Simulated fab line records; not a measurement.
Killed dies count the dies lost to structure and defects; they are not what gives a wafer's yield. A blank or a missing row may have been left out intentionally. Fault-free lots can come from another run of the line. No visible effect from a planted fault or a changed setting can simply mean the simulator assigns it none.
Which of the tools did it? ; flow nand_harc ; 24 lots, 72 wafers sampled, at 6 steps of a route of 1302

## WHAT THE GAUGES READ, wafer by wafer
NHARC_P_M2_INSPECT_27.
lot;measured;on;raw_defect_count
L074;day 6 08:17;defect_inspect-02;403 309 284
L075;day 6 23:19;defect_inspect-02;475 274 244
L076;day 7 03:59;defect_inspect-01;322 278 179
L077;day 7 17:39;defect_inspect-02;319 413 339
L078;day 8 09:04;defect_inspect-02;428 315 376
L080;day 8 21:34;defect_inspect-02;669 510 324
L079;day 8 22:47;defect_inspect-02;409 377 224
L081;day 9 09:10;defect_inspect-01;527 229 492
L082;day 10 02:28;defect_inspect-02;475 463 271
L083;day 10 09:49;defect_inspect-01;247 346 350
L084;day 10 20:37;defect_inspect-01;605 346 251
L085;day 11 14:22;defect_inspect-02;546 369 263
L086;day 11 15:53;defect_inspect-01;347 400 225
L087;day 11 20:46;defect_inspect-02;587 324 321
L089;day 12 14:01;defect_inspect-02;384 362 298
L088;day 12 16:37;defect_inspect-01;295 513 377
L090;day 13 07:01;defect_inspect-01;247 588 280
L091;day 13 14:08;defect_inspect-02;308 253 165
L092;day 14 02:41;defect_inspect-02;370 452 378
L093;day 14 06:23;defect_inspect-02;601 457 464
L094;day 15 00:02;defect_inspect-02;523 522 372
L095;day 15 00:42;defect_inspect-02;486 267 271
L096;day 15 15:36;defect_inspect-01;272 194 291
L097;day 15 23:34;defect_inspect-02;380 306 217

NHARC_P_BONDPAD_THK_MEAS_33: measures by ellipsometry.
lot;measured;on;thk_nm (nm)
L074;day 6 09:31;film_metro-02;199.1 202.4 200.8
L075;day 7 00:31;film_metro-01;201.3 197.8 199.8
L076;day 7 05:13;film_metro-02;196.5 198.4 197.1
L077;day 7 18:52;film_metro-01;200.3 199.6 200.4
L078;day 8 10:16;film_metro-02;200.6 200.8 202.3
L080;day 8 22:46;film_metro-02;200.4 198.6 201.2
L079;day 8 23:59;film_metro-01;202.0 201.4 202.6
L081;day 9 10:22;film_metro-02;197.5 200.3 196.7
L082;day 10 03:41;film_metro-01;198.6 201.4 201.2
L083;day 10 11:02;film_metro-01;199.1 198.6 197.9
L084;day 10 22:07;film_metro-02;199.0 196.7 196.3
L085;day 11 15:36;film_metro-02;198.8 199.1 199.4
L086;day 11 17:06;film_metro-02;199.0 199.1 199.9
L087;day 11 22:01;film_metro-02;198.9 200.0 200.0
L089;day 12 15:30;film_metro-01;198.5 197.2 201.1
L088;day 12 17:50;film_metro-01;199.8 196.0 198.2
L090;day 13 08:14;film_metro-01;199.1 196.3 197.3
L091;day 13 15:28;film_metro-02;197.9 203.4 197.4
L092;day 14 03:52;film_metro-01;200.1 201.4 202.4
L093;day 14 07:37;film_metro-01;201.4 199.8 200.5
L094;day 15 01:35;film_metro-02;197.3 199.9 198.2
L095;day 15 01:53;film_metro-02;201.1 198.4 198.0
L096;day 15 16:47;film_metro-02;199.3 200.2 199.1
L097;day 16 00:53;film_metro-02;199.8 197.5 197.6

NHARC_P_BONDPAD_OVL_MEAS_38.
lot;measured;on;overlay_x_nm (nm);overlay_y_nm (nm)
L074;day 6 10:10;overlay-02;1 1 1;7 6 6
L075;day 7 01:04;overlay-02;6 6 6;-3 -3 -3
L076;day 7 05:52;overlay-02;-2 -2 -3;2 2 2
L077;day 7 19:31;overlay-01;-5 -5 -5;-3 -3 -3
L078;day 8 10:55;overlay-01;4 4 3;-8 -8 -7
L080;day 8 23:25;overlay-01;-5 -5 -6;1 1 1
L079;day 9 00:38;overlay-02;4 5 4;-4 -3 -4
L081;day 9 11:03;overlay-01;11 11 11;-2 -1 -2
L082;day 10 04:20;overlay-02;-1 -2 -2;11 11 11
L083;day 10 11:43;overlay-01;0 0 0;-6 -6 -5
L084;day 10 22:46;overlay-01;-2 -2 -2;-1 -1 -1
L085;day 11 16:15;overlay-02;-3 -3 -3;3 3 3
L086;day 11 17:45;overlay-01;-1 -1 -1;16 15 16
L087;day 11 22:40;overlay-01;-6 -6 -6;10 10 11
L089;day 12 16:09;overlay-02;-13 -13 -13;-14 -14 -14
L088;day 12 18:23;overlay-01;5 5 5;1 1 1
L090;day 13 08:53;overlay-01;0 0 0;-8 -8 -7
L091;day 13 16:07;overlay-01;0 1 1;1 0 1
L092;day 14 04:31;overlay-01;-7 -6 -6;5 5 4
L093;day 14 08:16;overlay-01;0 0 0;0 0 0
L094;day 15 02:14;overlay-02;-3 -3 -3;15 15 15
L095;day 15 02:32;overlay-02;3 3 3;-3 -3 -4
L096;day 15 17:20;overlay-01;3 3 3;1 1 1
L097;day 16 01:32;overlay-01;-5 -4 -5;-5 -5 -5

NHARC_A_ONON_D1_THK_MEAS_30: measures by ellipsometry.
lot;measured;on;thk_nm (nm)
L074;day 8 00:58;film_metro-02;998 997 997
L075;day 8 15:11;film_metro-01;995 997 996
L076;day 9 00:39;film_metro-02;990 990 987
L077;day 9 09:52;film_metro-01;996 995 995
L078;day 10 03:23;film_metro-01;988 988 988
L080;day 10 16:45;film_metro-01;1023 1023 1021
L079;day 10 16:53;film_metro-02;1006 1005 1006
L081;day 11 02:37;film_metro-02;1015 1014 1013
L082;day 11 19:15;film_metro-01;1011 1010 1013
L083;day 12 04:07;film_metro-02;1015 1013 1014
L084;day 12 13:56;film_metro-01;990 991 989
L085;day 13 06:23;film_metro-02;987 989 987
L086;day 13 06:22;film_metro-01;990 991 993
L087;day 13 16:51;film_metro-02;999 999 997
L089;day 14 12:16;film_metro-02;1005 1003 1004
L088;day 14 12:08;film_metro-01;1008 1009 1006
L090;day 14 23:59;film_metro-02;1010 1008 1011
L091;day 15 09:23;film_metro-02;997 1000 999
L092;day 15 19:08;film_metro-02;999 997 999
L093;day 15 22:55;film_metro-02;1000 1002 999
L094;day 16 23:50;film_metro-01;995 998 996
L095;day 16 23:50;film_metro-01;1000 1000 998
L096;day 17 21:19;film_metro-02;1001 998 1001
L097;day 17 21:19;film_metro-01;997 997 998

## TOOL THAT RAN EACH LOT (tool first, then ch and the chambers of the sampled wafers, then the start)
lot;NHARC_P_M2_ETCH_35;NHARC_P_M2_PRE_CLEAN_30
L074;rie_diel-05 ch 0,1,3, day 6 05:43;pvd_sputter-02, day 6 08:17 or earlier
L075;rie_diel-09 ch 0,1,3, day 6 20:49;pvd_sputter-01, day 6 23:19 or earlier
L076;rie_diel-05 ch 1,2,3, day 7 01:18;pvd_sputter-01, day 7 03:59 or earlier
L077;rie_diel-09 ch 0,3, day 7 15:11;pvd_sputter-03, day 7 17:39 or earlier
L078;rie_diel-11 ch 0,1,2, day 8 06:35;pvd_sputter-02, day 8 09:04 or earlier
L080;rie_diel-09 ch 0,2,3, day 8 19:04;pvd_sputter-02, day 8 21:34 or earlier
L079;rie_diel-09 ch 0,1,2, day 8 20:17;pvd_sputter-01, day 8 22:47 or earlier
L081;rie_diel-09 ch 2,3, day 9 06:36;pvd_sputter-02, day 9 09:10 or earlier
L082;rie_diel-05 ch 0,3, day 9 23:56;pvd_sputter-02, day 10 02:28 or earlier
L083;rie_diel-05 ch 1,3, day 10 07:15;pvd_sputter-02, day 10 09:49 or earlier
L084;rie_diel-09 ch 2,3, day 10 18:01;pvd_sputter-03, day 10 20:37 or earlier
L085;rie_diel-11 ch 0,3, day 11 11:53;pvd_sputter-02, day 11 14:22 or earlier
L086;rie_diel-11 ch 0,2,3, day 11 13:22;pvd_sputter-01, day 11 15:53 or earlier
L087;rie_diel-05 ch 1,2, day 11 18:17;pvd_sputter-01, day 11 20:46 or earlier
L089;rie_diel-09 ch 0,1,3, day 12 11:25;pvd_sputter-01, day 12 14:01 or earlier
L088;rie_diel-11 ch 0,1, day 12 13:54;pvd_sputter-02, day 12 16:37 or earlier
L090;rie_diel-05 ch 0,1,3, day 13 04:29;pvd_sputter-03, day 13 07:01 or earlier
L091;rie_diel-09 ch 0,1, day 13 11:31;pvd_sputter-02, day 13 14:08 or earlier
L092;rie_diel-05 ch 0,2,3, day 13 23:32;pvd_sputter-02, day 14 02:41 or earlier
L093;rie_diel-09 ch 0,1,2, day 14 03:54;pvd_sputter-01, day 14 06:23 or earlier
L094;rie_diel-11 ch 0,1,3, day 14 21:34;pvd_sputter-03, day 15 00:02 or earlier
L095;rie_diel-05 ch 0,1,2, day 14 22:13;pvd_sputter-02, day 15 00:42 or earlier
L096;rie_diel-11 ch 0,1,3, day 15 12:58;pvd_sputter-01, day 15 15:36 or earlier
L097;rie_diel-05 ch 1,2,3, day 15 21:03;pvd_sputter-02, day 15 23:34 or earlier
- NHARC_P_M2_ETCH_35: etches the open film in N2/H2, target depth 40 nm, overetch 12 nm, time 43.94 s.
- NHARC_P_M2_PRE_CLEAN_30: time 30 s.

## WHAT THE TOOLS THEMSELVES READ (means of the sampled wafers that have a number; where no wafer has one, the mark that the record gives instead)
NHARC_P_M2_ETCH_35.
lot;tool;drypump_motor_current_A (A);oes_product_au (a.u.);rf_vpp_V (V);showerhead_plenum_p_Torr (Torr);throttle_valve_pct (%)
L074;rie_diel-05;5.7;0.998;430.0;2.01;14.170
L075;rie_diel-09;5.7;0.991;430.6;2.06;14.165
L076;rie_diel-05;5.8;0.997;428.6;1.98;14.167
L077;rie_diel-09;5.9;1.005;431.2;2.07;14.172
L078;rie_diel-11;5.9;0.997;433.4;2.12;14.171
L080;rie_diel-09;5.9;0.993;432.7;2.09;14.175
L079;rie_diel-09;5.8;0.986;431.6;2.09;14.171
L081;rie_diel-09;6.0;1.000;431.7;2.07;14.164
L082;rie_diel-05;5.5;1.006;430.9;2.05;14.183
L083;rie_diel-05;6.0;0.997;429.6;2.00;14.173
L084;rie_diel-09;5.9;1.002;431.5;2.04;14.170
L085;rie_diel-11;5.2;0.993;429.9;2.03;14.176
L086;rie_diel-11;5.5;1.001;430.4;2.06;14.168
L087;rie_diel-05;6.1;1.004;427.5;1.93;14.182
L089;rie_diel-09;5.7;1.000;430.5;2.06;14.168
L088;rie_diel-11;6.1;0.998;433.4;2.13;14.175
L090;rie_diel-05;5.7;0.999;430.0;2.00;14.173
L091;rie_diel-09;5.5;0.998;430.8;2.05;14.177
L092;rie_diel-05;5.3;1.003;430.3;2.02;14.173
L093;rie_diel-09;5.8;0.999;430.8;2.08;14.175
L094;rie_diel-11;5.6;0.995;430.8;2.08;14.168
L095;rie_diel-05;5.6;0.996;429.3;1.98;14.169
L096;rie_diel-11;5.6;0.993;431.0;2.08;14.176
L097;rie_diel-05;5.8;1.004;429.3;1.97;14.169

NHARC_P_M2_PRE_CLEAN_30.
lot;tool;heater_power_w (W)
L074;pvd_sputter-02;426
L075;pvd_sputter-01;425
L076;pvd_sputter-01;435
L077;pvd_sputter-03;408
L078;pvd_sputter-02;425
L080;pvd_sputter-02;419
L079;pvd_sputter-01;425
L081;pvd_sputter-02;428
L082;pvd_sputter-02;438
L083;pvd_sputter-02;426
L084;pvd_sputter-03;399
L085;pvd_sputter-02;429
L086;pvd_sputter-01;372
L087;pvd_sputter-01;455
L089;pvd_sputter-01;387
L088;pvd_sputter-02;430
L090;pvd_sputter-03;384
L091;pvd_sputter-02;438
L092;pvd_sputter-02;422
L093;pvd_sputter-01;424
L094;pvd_sputter-03;384
L095;pvd_sputter-02;445
L096;pvd_sputter-01;423
L097;pvd_sputter-02;427

## THE ANSWER, worked out from the rows above alone
Rule: what is usual is taken from the lots themselves. Put in order of their means at a reading, lots are off if they are a third of the lots or fewer, leave a main group of 4 or more, and stand apart from it by a gap of 3 or more times the standard deviation of the main group's means; of several such gaps the widest counts. A main group whose means are all the same, to the digits that the tables above print for the reading, isn't used. A lot without any number at a reading at which 4 lots or more have one is off too. Any other lot the step has rows for is counted as sound. First the gauges in route order, then the tools' own readings, where a lot's mean is used as printed above. The first step at which some lot is off is used, and at that step the reading that is off furthest; a lot without a number counts as furthest.
Across all readings shown, no lot is off: no conclusion can be drawn from this.

## WHAT THE SIMULATOR PUT IN
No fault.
